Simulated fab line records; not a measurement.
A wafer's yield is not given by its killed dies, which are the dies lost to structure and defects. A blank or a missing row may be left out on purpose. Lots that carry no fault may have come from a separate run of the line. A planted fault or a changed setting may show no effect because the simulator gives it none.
Matching of chambers -- flow nand_harc -- NHARC_P_ZERO_WELL_DESCUM_13 on rie_diel-13 has 4 sister chambers
The step chemistry O2, time 3 s. 4 wafers are shown with their chamber, then 11 later ones without.

== WAFERS, EACH WITH ITS CHAMBER ==
wafer,chamber,drypump_motor_current_A (A)
L082.3,1,5.6
L083.5,0,6.1
L084.1,3,6.6
L085.1,2,6.4

== WAFERS WITH NO CHAMBER GIVEN ==
wafer,drypump_motor_current_A (A)
L085.3,5.6
L085.6,6.1
L093.1,5.6
L093.4,6.6
L093.5,6.1
L094.2,6.5
L094.4,6.3
L094.6,6.6
L097.1,6.1
L097.2,6.6
L097.5,5.6

== CHAMBER TAKEN BY EACH ==
wafer,from the rows above,in truth
L085.3,1,1
L085.6,0,0
L093.1,1,1
L093.4,3,3
L093.5,0,0
L094.2,can't be placed: 2 or 3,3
L094.4,2,2
L094.6,3,3
L097.1,0,0
L097.2,3,3
L097.5,1,1
Placed correctly: 10 of 11. Unplaceable from these rows: 1, with the true chamber sitting among the candidates in 1. 0 placed wrongly.
How it was worked out, from the rows above alone: a wafer's distance from a chamber is the root of the sum, over the readings, of the square of ((its reading less the chamber's mean) divided by the reading's scatter). The wafer belongs to the nearest chamber; if the next one is less than 2 further off, it can't be placed. For every chamber, the mean is computed from those of its wafers that are shown. The scatter: with one shown wafer a chamber, the root of the mean of the squares of how far each hidden wafer lies from its nearest shown one.
